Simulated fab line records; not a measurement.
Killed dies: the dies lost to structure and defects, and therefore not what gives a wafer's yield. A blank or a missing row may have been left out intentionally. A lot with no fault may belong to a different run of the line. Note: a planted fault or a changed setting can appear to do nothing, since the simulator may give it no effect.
fab line records	flow n5_finfet
record: lots: 7	wafers: 21
route steps=1938 shown GATE_CUT@480 MOL_CONTACT_COAG@531 BEOL_M0@721 BEOL_M1@770 BEOL_M2@857 BEOL_M3@950
start_h: hours from the record's first day to the start of the lot's first wafer shown	wait_h: hours elapsed since this lot's preceding step	" the same as in the row above	L1.1+2: one row covering several wafers at once	- no value present, or no start provided	* or withheld: withheld	< > ~ a bound
route shown NAME@n: NAME is a module with steps in the file, n the number in the route of the first one	usual: average and standard deviation across the fault-free wafers	same: alike in all rows	chamber/n: place in a boat	sites: the reading at each site	_std_site: their standard deviation	_edge_site: mean of outer sites minus mean of inner sites	radius_mm: for every site, how far away it sits from the centre of the wafer	mask NAME#n: copy n	behind: the tool/chamber that last shaped the wafer	hold: cause of the lot's hold/its duration in hours/its outcome	device: the n, p or np transistor that did not switch	end of line: the tests these same wafers got at the end of their route	a step without rows: its recipe alone	killed: count of dies lost to structure and defects at first sort (not the wafer's yield)	map: shows each die of a wafer: x if killed, . if not, _ if none is there
set.NAME: the setting as run; set.NAME@STEP: as run at that earlier step	model.NAME: the simulator's own value behind a step, which no gauge read
one table per step and one row per wafer, for lots whose settings were changed on purpose
== steps ==
step: N5_GATE_CUT_COAT_27
recipe: resist: underlayer	temp_c: 205	time_s: 60	spin_rpm: 1500	resist_thk_nm: 10
lot.wafer	tool	chamber	start_h	wait_h	set.spin_rpm	model.underlayer_of_GATE_CUT_COAT_27.thk_nm
L074.1+2+3	litho_track-02	0	-	-	1500	10
L083.2+3+6	litho_track-01	0	-	-	1500	10
L089.1+2+3	litho_track-02	0	-	-	1500	10
L090.3+4	litho_track-01	0	-	-	1641	9.6
L090.5	"	0	"	"	1500	10
L092.1+2+3	litho_track-01	0	-	-	1500	10
L093.3+4+5	litho_track-02	0	-	-	1500	10
L095.4+6	litho_track-02	0	-	-	1500	10
L095.5	"	0	"	"	1543	9.8
step: N5_GATE_CUT_COAT_07
recipe: resist: CAR-EUV	spin_rpm: 1500	resist_thk_nm: 30
step: N5_GATE_CUT_EBR_09
recipe: solvent: PGMEA	ebr_width_mm: 1.5
step: N5_GATE_CUT_DESCUM_18
recipe: chemistry: O2	time_s: 7	source_power_w: 50	bias_power_w: 20	pressure_mtorr: 20	rf_frequency_hz: 2.712e+07	temp_c: 40	resist: CAR-EUV	o2_flow_sccm: 225
step: N5_GATE_CUT_ETCH_28
recipe: chemistry: N2/H2	target: underlayer	target_depth_a: 130	mask_material: CAR-EUV	time_s: 10.4	ion_energy_ev: 200	pressure_mtorr: 30	source_w: 840	bias_w: 150	n2_flow_sccm: 200	h2_flow_sccm: 200	ends: cleared
lot.wafer	tool	chamber	start_h	wait_h	set.spin_rpm@GATE_CUT_COAT_27	model.etch.depth_nm
L074.1	rie_diel-01	0	83.57	0.0	1500	10.04
L074.2	"	2	"	"	1500	10.02
L074.3	"	1	"	"	1500	10.03
L083.2	rie_diel-01	0	147.60	0.0	1500	9.98
L083.3	"	3	"	"	1500	9.992
L083.6	"	2	"	"	1500	10.02
L089.1+2	rie_diel-06	2,0	174.25	0.0	1500	10.01
L089.3	"	1	"	"	1500	10.02
L090.3	rie_diel-06	0	185.95	0.0	1641	9.597
L090.4	"	2	"	"	1641	9.595
L090.5	"	2	"	"	1500	10.04
L092.1	rie_diel-01	3	197.30	0.0	1500	9.991
L092.2	"	1	"	"	1500	9.997
L092.3	"	2	"	"	1500	9.999
L093.3	rie_diel-05	2	199.70	0.0	1500	9.952
L093.4	"	3	"	"	1500	9.972
L093.5	"	2	"	"	1500	9.98
L095.4	rie_diel-01	2	212.32	0.0	1500	9.983
L095.5	"	1	"	"	1543	9.849
L095.6	"	0	"	"	1500	9.994
step: N5_GATE_CUT_ETCH_36
recipe: chemistry: CF4	target: SiARC	target_depth_a: 130	mask_material: CAR-EUV	time_s: 21.7	ion_energy_ev: 80	pressure_mtorr: 40	source_w: 545	bias_w: 36	Ar_flow_sccm: 100	cf4_flow_sccm: 100	ends: cleared
lot.wafer	tool	chamber	start_h	wait_h	set.spin_rpm@GATE_CUT_COAT_35	model.etch.depth_nm
L074.1	rie_diel-01	0	83.59	0.0	1500	10
L074.2	"	2	"	"	1500	9.987
L074.3	"	1	"	"	1500	9.965
L083.2	rie_diel-01	0	147.62	0.0	1500	9.987
L083.3	"	3	"	"	1500	9.978
L083.6	"	2	"	"	1500	9.996
L089.1	rie_diel-06	2	174.27	0.0	1567	9.777
L089.2	"	0	"	"	1500	10.03
L089.3	"	1	"	"	1567	9.78
L090.3	rie_diel-06	0	185.97	0.0	1500	10.06
L090.4	"	2	"	"	1430	10.29
L090.5	"	2	"	"	1430	10.28
L092.1	rie_diel-01	3	197.32	0.0	1500	9.993
L092.2	"	1	"	"	1500	10.03
L092.3	"	2	"	"	1500	9.995
L093.3	rie_diel-05	2	199.73	0.0	1500	10.02
L093.4	"	3	"	"	1500	10.03
L093.5	"	2	"	"	1601	9.71
L095.4	rie_diel-01	2	212.34	0.0	1500	9.995
L095.5	"	1	"	"	1500	9.992
L095.6	"	0	"	"	1435	10.2
step: N5_MOL_CONTACT_COAG_ETCH_105
recipe: chemistry: CF4	target: SiARC	target_depth_a: 156	mask_material: CAR-EUV	time_s: 26	ion_energy_ev: 80	pressure_mtorr: 40	source_w: 545	bias_w: 36	Ar_flow_sccm: 100	cf4_flow_sccm: 100	ends: cleared
usual: rf_vpp_V: 184.1/1.2
lot.wafer	tool	chamber	start_h	wait_h	set.bias_w	rf_vpp_V
L074.1	rie_diel-04	3	87.37	0.0	36	182.4
L074.2	"	2	"	"	41.82	201.7
L074.3	"	1	"	"	41.82	203.8
L083.2	rie_diel-03	2	151.50	0.0	31.03	166.0
L083.3	"	1	"	"	31.03	167.5
L083.6	"	1	"	"	36	184.5
L089.1	rie_diel-02	3	178.20	0.0	36	183.9
L089.2	"	0	"	"	36	183.3
L089.3	"	2	"	"	36	182.5
L090.3	rie_diel-02	1	190.56	0.0	36	182.4
L090.4	"	3	"	"	36	186.2
L090.5	"	1	"	"	40.78	198.9
L092.1	rie_diel-02	2	201.27	0.0	36	182.9
L092.2	"	1	"	"	36	181.7
L092.3	"	3	"	"	36	185.6
L093.3	rie_diel-03	2	203.95	0.0	36	182.4
L093.4	"	3	"	"	36	185.6
L093.5	"	0	"	"	36	183.5
L095.4	rie_diel-03	1	216.12	0.0	36	184.3
L095.5	"	0	"	"	34.15	177.3
L095.6	"	1	"	"	34.15	178.9
step: N5_MOL_CONTACT_COAG_COAT_62
recipe: resist: SOC	temp_c: 250	time_s: 60	spin_rpm: 1500	resist_thk_nm: 60
lot.wafer	tool	chamber	start_h	wait_h	set.spin_rpm	model.SOC_of_MOL_CONTACT_COAG_COAT_62.thk_nm
L074.1	litho_track-01	0	100.83	0.0	1543	59.2
L074.2	"	0	"	"	1500	60
L074.3	"	0	"	"	1543	59
L083.2+3	litho_track-05	0	159.94	0.0	1500	60
L083.6	"	0	"	"	1500	59.8
L089.1+2	litho_track-05	0	191.24	0.0	1454	61
L089.3	"	0	"	"	1500	60
L090.3	litho_track-03	0	202.15	0.0	1385	62.6
L090.4+5	"	0	"	"	1500	60
L092.1+3	litho_track-01	0	209.89	0.0	1500	60
L092.2	"	0	"	"	1500	60.2
L093.3+5	litho_track-05	0	216.23	0.0	1500	60.2
L093.4	"	0	"	"	1407	62
L095.4	litho_track-05	0	226.24	0.0	1365	62.6
L095.5	"	0	"	"	1500	59.8
L095.6	"	0	"	"	1365	62.4
step: N5_MOL_CONTACT_COAG_COAT_63
recipe: resist: SiARC	temp_c: 220	time_s: 60	spin_rpm: 1500	resist_thk_nm: 10
step: N5_MOL_CONTACT_COAG_COAT_64
recipe: resist: underlayer	temp_c: 205	time_s: 60	spin_rpm: 1500	resist_thk_nm: 10
step: N5_MOL_CONTACT_COAG_ALD_133
recipe: material: SiO2	target_thk_a: 50	temp_c: 100	ald_precursor_family: BDEAS	ald_co_reactant: O2-plasma	pulse_time_s: 1	co_reactant_pulse_time_s: 1	purge_time_s: 2	co_reactant_purge_time_s: 2	ald_cycles: 35	pressure_torr: 2
step: N5_MOL_CONTACT_COAG_ETCHBACK_134
recipe: chemistry: CHF3	target: SiO2	target_depth_a: 100	time_s: 6.7	ion_energy_ev: 200	pressure_mtorr: 30	source_w: 610	bias_w: 170	Ar_flow_sccm: 200	CHF3_flow_sccm: 50
step: N5_MOL_CONTACT_COAG_ETCH_67
recipe: chemistry: N2/H2	target: SOC	target_depth_a: 600	overetch_a: 210	mask_material: SiARC	temp_c: 40	time_s: 101.2	ion_energy_ev: 200	pressure_mtorr: 30	source_w: 840	bias_w: 150	n2_flow_sccm: 200	h2_flow_sccm: 200
lot.wafer	tool	chamber	start_h	wait_h	set.spin_rpm@MOL_CONTACT_COAG_COAT_62	model.etch.depth_nm
L074.1	rie_diel-04	2	101.59	0.0	1543	59.1
L074.2	"	0	"	"	1500	59.99
L074.3	"	1	"	"	1543	59.06
L083.2	rie_diel-02	2	160.83	0.0	1500	59.96
L083.3	"	1	"	"	1500	59.94
L083.6	"	0	"	"	1500	59.79
L089.1	rie_diel-03	1	192.09	0.0	1454	60.99
L089.2	"	0	"	"	1454	61.01
L089.3	"	3	"	"	1500	60.01
L090.3	rie_diel-02	3	202.94	0.0	1385	62.55
L090.4	"	0	"	"	1500	59.93
L090.5	"	1	"	"	1500	59.92
L092.1	rie_diel-02	0	210.92	0.0	1500	60.1
L092.2	"	1	"	"	1500	60.2
L092.3	"	2	"	"	1500	60.03
L093.3+5	rie_diel-03	0	216.98	0.0	1500	60.13
L093.4	"	1	"	"	1407	61.93
L095.4	rie_diel-02	0	227.32	0.0	1365	62.64
L095.5	"	3	"	"	1500	59.84
L095.6	"	2	"	"	1365	62.42
step: N5_BEOL_M0_TRENCH_ETCH_107
recipe: chemistry: C4F6/O2	target_depth_a: 328	target: SiOC	time_s: 16.4	ion_energy_ev: 250	pressure_mtorr: 30	source_w: 355	bias_w: 185	Ar_flow_sccm: 300	C4F6_flow_sccm: 10	O2_flow_sccm: 10
lot.wafer	tool	chamber	start_h	wait_h	set.target_depth_a
L074.1+2	rie_diel-02	0,2	113.43	0.0	294.1
L074.3	"	3	"	"	328
L083.2+3+6	rie_diel-03	0,3,1	174.91	0.0	328
L090.3+5	rie_diel-03	3,1	218.55	0.0	328
L090.4	"	1	"	"	344.3
L089.1+2+3	rie_diel-02	0,3,1	218.62	0.0	328
L092.1+2+3	rie_diel-02	0,2,3	227.07	0.0	328
L093.3	rie_diel-04	3	231.83	0.0	328
L093.4+5	"	0,1	"	"	341.8
L095.4+6	rie_diel-04	0,2	242.68	0.0	350.5
L095.5	"	1	"	"	328
step: N5_BEOL_M0_STRIP_142
recipe: chemistry: N2/H2	time_s: 10	power_w: 450	temp_c: 40	pressure_mtorr: 20	rf_frequency_hz: 6e+07	bias_power_w: 7	n2_flow_sccm: 200	h2_flow_sccm: 200
step: N5_BEOL_M0_OCD_MEAS_108
usual: trench_depth_nm: 32.8/0.62
lot.wafer	tool	chamber	start_h	wait_h	set.target_depth_a@BEOL_M0_TRENCH_ETCH_107	trench_depth_nm
L074.1	ocd-02	-	113.53	0.1	294.1	30.4
L074.2	"	-	"	"	294.1	29.0
L074.3	"	-	"	"	328	32.5
L083.2	ocd-02	-	175.02	0.1	328	33.9
L083.3	"	-	"	"	328	32.3
L083.6	"	-	"	"	328	32.6
L090.3	ocd-01	-	218.65	0.1	328	32.4
L090.4	"	-	"	"	344.3	34.5
L090.5	"	-	"	"	328	32.7
L089.1	ocd-02	-	218.73	0.1	328	33.6
L089.2	"	-	"	"	328	32.6
L089.3	"	-	"	"	328	33.2
L092.1	ocd-01	-	227.18	0.1	328	33.9
L092.2	"	-	"	"	328	32.5
L092.3	"	-	"	"	328	32.3
L093.3	ocd-02	-	231.93	0.1	328	32.7
L093.4	"	-	"	"	341.8	34.2
L093.5	"	-	"	"	341.8	34.2
L095.4	ocd-01	-	242.78	0.0	350.5	35.7
L095.5	"	-	"	"	328	32.2
L095.6	"	-	"	"	350.5	35.0
step: N5_BEOL_M1_ETCH_64
recipe: chemistry: N2/H2	target: SOC	target_depth_a: 750	overetch_a: 150	mask_material: SiARC	temp_c: 40	time_s: 112.5	ion_energy_ev: 200	pressure_mtorr: 30	source_w: 840	bias_w: 150	n2_flow_sccm: 200	h2_flow_sccm: 200
lot.wafer	tool	chamber	start_h	wait_h	set.time_s	model.SiARC_of_BEOL_M1_COAT_62.thk_nm
L074.1	rie_diel-01	0	118.52	0.0	112.5	7
L074.2	"	1	"	"	91.45	8
L074.3	"	3	"	"	91.45	7.8
L083.2	rie_diel-06	3	180.44	0.0	112.5	6.8
L083.3	"	1	"	"	136.3	5.8
L083.6	"	0	"	"	136.3	6
L090.3+4+5	rie_diel-05	2,3,2	224.75	0.0	112.5	6.6
L089.1	rie_diel-05	2	224.98	0.0	137.2	5.4
L089.2	"	0	"	"	112.5	6.8
L089.3	"	1	"	"	137.2	5.6
L092.1+3	rie_diel-05	2,3	233.23	0.0	112.5	6.6
L092.2	"	1	"	"	112.5	6.8
L093.3	rie_diel-05	3	239.65	0.0	89.91	7.6
L093.4+5	"	0	"	"	112.5	6.6
L095.4	rie_diel-01	3	248.68	0.0	112.5	6.6
L095.5	"	1	"	"	112.5	7
L095.6	"	2	"	"	112.5	6.4
step: N5_BEOL_M2_DESCUM_16
recipe: chemistry: O2	time_s: 7	source_power_w: 50	bias_power_w: 20	pressure_mtorr: 20	rf_frequency_hz: 2.712e+07	temp_c: 40	resist: CAR-EUV	o2_flow_sccm: 225
lot.wafer	tool	chamber	start_h	wait_h	set.time_s	model.CAR-EUV_of_BEOL_M2_COAT_05.thk_nm
L074.1	rie_diel-03	2	137.84	0.0	8.158	25.6
L074.2+3	"	0,3	"	"	7	26.2
L083.2+3+6	rie_diel-04	2,0,1	195.07	0.0	7	26
L090.3+5	rie_diel-02	0,3	234.18	1.7	5.917	26.8
L090.4	"	2	"	"	5.917	26.6
L089.1+3	rie_diel-02	0,2	235.23	1.4	7	26.2
L089.2	"	3	"	"	7.795	25.8
L092.1+2+3	rie_diel-04	1,0,2	241.87	0.7	7	26
L093.3+4	rie_diel-03	3,1	251.44	0.1	7	26.2
L093.5	"	3	"	"	5.485	27
L095.4+6	rie_diel-03	0,2	261.68	0.2	7	26
L095.5	"	3	"	"	7	26.2
step: N5_BEOL_M2_ETCH_64
recipe: chemistry: N2/H2	target: SOC	target_depth_a: 750	overetch_a: 225	mask_material: SiARC	temp_c: 40	time_s: 121.9	ion_energy_ev: 200	pressure_mtorr: 30	source_w: 840	bias_w: 150	n2_flow_sccm: 200	h2_flow_sccm: 200
usual: rf_vpp_V: 524.3/2.4
lot.wafer	tool	chamber	start_h	wait_h	set.bias_w	rf_vpp_V	model.SiARC_of_BEOL_M2_COAT_62.thk_nm
L074.1	rie_diel-03	2	137.92	0.0	150	523.7	6
L074.2	"	0	"	"	150	522.0	6.4
L074.3	"	3	"	"	162.1	551.8	5.6
L083.2	rie_diel-04	2	195.15	0.0	150	523.1	6.4
L083.3	"	0	"	"	150	527.1	6.2
L083.6	"	1	"	"	150	525.8	6.4
L090.3	rie_diel-02	0	234.26	0.0	169.3	565.3	5.2
L090.4	"	2	"	"	150	520.3	6.4
L090.5	"	3	"	"	150	526.4	6.4
L089.1	rie_diel-02	0	235.31	0.0	150	524.2	6
L089.2	"	3	"	"	150	526.2	6.4
L089.3	"	2	"	"	150	521.2	6.4
L092.1	rie_diel-04	1	241.95	0.0	150	525.6	6.2
L092.2	"	0	"	"	150	527.0	6.2
L092.3	"	2	"	"	150	523.9	6.2
L093.3	rie_diel-03	3	251.52	0.0	150	522.7	6.2
L093.4	"	1	"	"	150	525.7	6
L093.5	"	3	"	"	150	525.1	6.2
L095.4	rie_diel-03	0	261.76	0.0	150	522.5	6
L095.5	"	3	"	"	150	525.6	6.4
L095.6	"	2	"	"	150	522.5	6
step: N5_BEOL_M2_SPUTTER_48
recipe: material: Cu	target_thk_a: 45	temp_c: -20	chamber_pressure_pa: 0.07	power_w: withheld	time_s: 8.29
lot.wafer	tool	chamber	start_h	wait_h	set.time_s	model.Cu_of_BEOL_M2_SPUTTER_48.thk_nm
L074.1+3	pvd_sputter-02	-	141.74	0.3	8.788	-
L074.2	"	-	"	"	8.29	4.6
L083.2+6	pvd_sputter-03	-	198.30	0.4	7.075	-
L083.3	"	-	"	"	8.29	4.6
L090.3+4	pvd_sputter-03	-	242.09	0.1	8.29	4.6
L090.5	"	-	"	"	8.954	5
L092.1	pvd_sputter-03	-	248.74	0.1	8.29	4.6
L092.2+3	"	-	"	"	8.29	4.4
L089.1+2	pvd_sputter-02	-	249.33	0.1	7.347	-
L089.3	"	-	"	"	7.347	3.8
L093.3	pvd_sputter-01	-	257.21	0.2	8.29	4.6
L093.4	"	-	"	"	9.11	-
L093.5	"	-	"	"	9.11	5
L095.4+6	pvd_sputter-01	-	271.73	0.3	8.29	4.4
L095.5	"	-	"	"	8.29	4.6
step: N5_BEOL_M3_ETCH_64
recipe: chemistry: N2/H2	target: SOC	target_depth_a: 750	overetch_a: 150	mask_material: SiARC	temp_c: 40	time_s: 112.5	ion_energy_ev: 200	pressure_mtorr: 30	source_w: 840	bias_w: 150	n2_flow_sccm: 200	h2_flow_sccm: 200
lot.wafer	tool	chamber	start_h	wait_h	set.time_s	model.SiARC_of_BEOL_M3_COAT_62.thk_nm
L074.1	rie_diel-05	3	146.79	0.0	122.5	6.2
L074.2	"	2	"	"	122.5	6
L074.3	"	1	"	"	112.5	6.6
L083.2+6	rie_diel-05	3	202.94	0.0	129.1	5.8
L083.3	"	2	"	"	112.5	6.6
L090.3	rie_diel-01	1	248.38	0.0	112.5	7
L090.4	"	2	"	"	112.5	6.4
L090.5	"	2	"	"	126.6	5.8
L092.1	rie_diel-01	0	254.86	0.0	112.5	6.8
L092.2	"	2	"	"	112.5	6.4
L092.3	"	3	"	"	112.5	6.6
L089.1	rie_diel-01	3	255.94	0.0	100.5	7.2
L089.2	"	2	"	"	100.5	7
L089.3	"	0	"	"	112.5	6.8
L093.3+4	rie_diel-05	0,1	261.60	0.0	112.5	6.6
L093.5	"	0	"	"	112.5	6.8
L095.4	rie_diel-05	1	276.76	0.0	112.5	6.8
L095.5+6	"	0,1	"	"	124.1	6.2
step: N5_BEOL_M3_STRIP_65
recipe: chemistry: N2/H2	temp_c: 40	n2_flow_sccm: 200	h2_flow_sccm: 200	rf_frequency_hz: 6e+07
step: N5_BEOL_M3_STRIP_75
recipe: chemistry: N2/H2	temp_c: 40	n2_flow_sccm: 200	h2_flow_sccm: 200	rf_frequency_hz: 6e+07
step: N5_BEOL_M3_STRIP_66
recipe: chemistry: CF4	resist: SiARC	power_w: 300	bias_power_w: 75	pressure_mtorr: 50	cf4_flow_sccm: 150	rf_frequency_hz: 6e+07
step: N5_BEOL_M3_HM_OPEN_17
recipe: chemistry: Cl2/BCl3	target_depth_a: 200	overetch_a: 60	target: TiN	mask_material: SOC	ion_energy_ev: 150	pressure_mtorr: 10	icp_w: 1000	bias_w: 126	Cl2_flow_sccm: 53.25	bcl3_flow_sccm: 21.75	Ar_flow_sccm: 25
lot.wafer	tool	chamber	start_h	wait_h	set.time_s@BEOL_M3_ETCH_64	model.etch.depth_nm
L074.1	rie_metal-02	1	146.96	0.0	122.5	19.23
L074.2	"	0	"	"	122.5	19.01
L074.3	"	1	"	"	112.5	19.6
L083.2	rie_metal-03	0	203.18	0.0	129.1	17.9
L083.3	"	1	"	"	112.5	19.87
L083.6	"	1	"	"	129.1	18.02
L090.3	rie_metal-03	1	248.58	0.1	112.5	20.46
L090.4	"	0	"	"	112.5	20.25
L090.5	"	1	"	"	126.6	18.82
L092.1	rie_metal-03	1	255.02	0.0	112.5	19.8
L092.2	"	0	"	"	112.5	20.31
L092.3	"	0	"	"	112.5	20.35
L089.1	rie_metal-03	0	256.10	0.0	100.5	20.24
L089.2	"	1	"	"	100.5	20.19
L089.3	"	0	"	"	112.5	20.13
L093.3+4	rie_metal-01	0,1	261.79	0.1	112.5	20.27
L093.5	"	0	"	"	112.5	20.5
L095.4	rie_metal-01	1	276.95	0.1	112.5	20.25
L095.5	"	1	"	"	124.1	19.19
L095.6	"	0	"	"	124.1	19.32
step: N5_BEOL_M3_COAT_76
recipe: resist: underlayer	temp_c: 205	time_s: 60	spin_rpm: 1500	resist_thk_nm: 5
lot.wafer	tool	chamber	start_h	wait_h	set.spin_rpm
L074.1+2	litho_track-01	0	-	-	1452
L074.3	"	0	"	"	1500
L083.2	litho_track-01	0	-	-	1382
L083.3+6	"	0	"	"	1500
L090.3+5	litho_track-03	0	-	-	1354
L090.4	"	0	"	"	1500
L092.1+2+3	litho_track-01	0	-	-	1500
L089.1+2	litho_track-01	0	-	-	1500
L089.3	"	0	"	"	1567
L093.3+5	litho_track-01	0	-	-	1650
L093.4	"	0	"	"	1500
L095.4+5+6	litho_track-03	0	-	-	1500
step: N5_BEOL_M3_COAT_22
recipe: resist: CAR-EUV	spin_rpm: 1500	resist_thk_nm: 30
step: N5_BEOL_M3_EBR_24
recipe: solvent: PGMEA	ebr_width_mm: 1.5
step: N5_BEOL_M3_DESCUM_33
recipe: chemistry: O2	time_s: 7	source_power_w: 50	bias_power_w: 20	pressure_mtorr: 20	rf_frequency_hz: 2.712e+07	temp_c: 40	resist: CAR-EUV	o2_flow_sccm: 225
step: N5_BEOL_M3_ETCH_77
recipe: chemistry: N2/H2	target: underlayer	target_depth_a: 65	mask_material: CAR-EUV	time_s: 5.2	ion_energy_ev: 200	pressure_mtorr: 30	source_w: 840	bias_w: 150	n2_flow_sccm: 200	h2_flow_sccm: 200	ends: cleared
lot.wafer	tool	chamber	start_h	wait_h	set.spin_rpm@BEOL_M3_COAT_76	model.etch.depth_nm
L074.1	rie_diel-05	3	147.98	0.0	1452	5.08
L074.2	"	0	"	"	1452	5.082
L074.3	"	1	"	"	1500	4.995
L083.2	rie_diel-06	0	203.91	0.0	1382	5.208
L083.3	"	3	"	"	1500	5.007
L083.6	"	0	"	"	1500	5.014
L090.3	rie_diel-01	1	249.43	0.0	1354	5.25
L090.4	"	2	"	"	1500	4.975
L090.5	"	3	"	"	1354	5.26
L092.1	rie_diel-05	3	255.88	0.0	1500	4.994
L092.2	"	0	"	"	1500	4.991
L092.3	"	1	"	"	1500	4.977
L089.1	rie_diel-05	0	256.93	0.0	1500	4.99
L089.2	"	1	"	"	1500	4.987
L089.3	"	3	"	"	1567	4.886
L093.3	rie_diel-01	3	262.44	0.0	1650	4.737
L093.4	"	2	"	"	1500	4.974
L093.5	"	1	"	"	1650	4.743
L095.4	rie_diel-05	0	277.58	0.0	1500	5.018
L095.5	"	2	"	"	1500	5.005
L095.6	"	1	"	"	1500	5.004
== key ==
split: step: N5_GATE_CUT_COAT_27	setting: spin_rpm	stated: 1500	by: wafer
response: step: N5_GATE_CUT_COAT_27	reading: model.underlayer_of_GATE_CUT_COAT_27.thk_nm	change: -0.0449	per: 1%	r: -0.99
response: step: N5_GATE_CUT_ETCH_28	reading: model.etch.depth_nm	change: -0.0471	per: 1%	r: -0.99
split: step: N5_MOL_CONTACT_COAG_ETCH_105	setting: bias_w	stated: 36	by: wafer
response: step: N5_MOL_CONTACT_COAG_ETCH_105	reading: rf_vpp_V	change: +1.22	per: 1%	r: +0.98
split: step: N5_MOL_CONTACT_COAG_COAT_62	setting: spin_rpm	stated: 1500	by: wafer
response: step: N5_MOL_CONTACT_COAG_COAT_62	reading: model.SOC_of_MOL_CONTACT_COAG_COAT_62.thk_nm	change: -0.312	per: 1%	r: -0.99
response: step: N5_MOL_CONTACT_COAG_ETCH_67	reading: model.etch.depth_nm	change: -0.312	per: 1%	r: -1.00
split: step: N5_BEOL_M0_TRENCH_ETCH_107	setting: target_depth_a	stated: 328	by: wafer
response: step: N5_BEOL_M0_OCD_MEAS_108	reading: trench_depth_nm	change: +0.34	per: 1%	r: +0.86
split: step: N5_BEOL_M1_ETCH_64	setting: time_s	stated: 112.5	by: wafer
response: step: N5_BEOL_M1_ETCH_64	reading: model.SiARC_of_BEOL_M1_COAT_62.thk_nm	change: -0.0502	per: 1%	r: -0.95
split: step: N5_BEOL_M2_DESCUM_16	setting: time_s	stated: 7	by: wafer
response: step: N5_BEOL_M2_DESCUM_16	reading: model.CAR-EUV_of_BEOL_M2_COAT_05.thk_nm	change: -0.0365	per: 1%	r: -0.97
split: step: N5_BEOL_M2_ETCH_64	setting: bias_w	stated: 150	by: wafer
response: step: N5_BEOL_M2_ETCH_64	reading: rf_vpp_V	change: +3.36	per: 1%	r: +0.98
response: step: N5_BEOL_M2_ETCH_64	reading: model.SiARC_of_BEOL_M2_COAT_62.thk_nm	change: -0.0879	per: 1%	r: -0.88
split: step: N5_BEOL_M2_SPUTTER_48	setting: time_s	stated: 8.29	by: wafer
response: step: N5_BEOL_M2_SPUTTER_48	reading: model.Cu_of_BEOL_M2_SPUTTER_48.thk_nm	change: +0.0449	per: 1%	r: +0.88
split: step: N5_BEOL_M3_ETCH_64	setting: time_s	stated: 112.5	by: wafer
response: step: N5_BEOL_M3_ETCH_64	reading: model.SiARC_of_BEOL_M3_COAT_62.thk_nm	change: -0.0548	per: 1%	r: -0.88
response: step: N5_BEOL_M3_HM_OPEN_17	reading: model.etch.depth_nm	change: -0.0932	per: 1%	r: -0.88
split: step: N5_BEOL_M3_COAT_76	setting: spin_rpm	stated: 1500	by: wafer
response: step: N5_BEOL_M3_ETCH_77	reading: model.etch.depth_nm	change: -0.0256	per: 1%	r: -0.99
split outside_this_file step=N5_GATE_CUT_COAT_35 setting=spin_rpm
split outside_this_file: this setting was split too, and the file shows its column; the key of that split is in another file
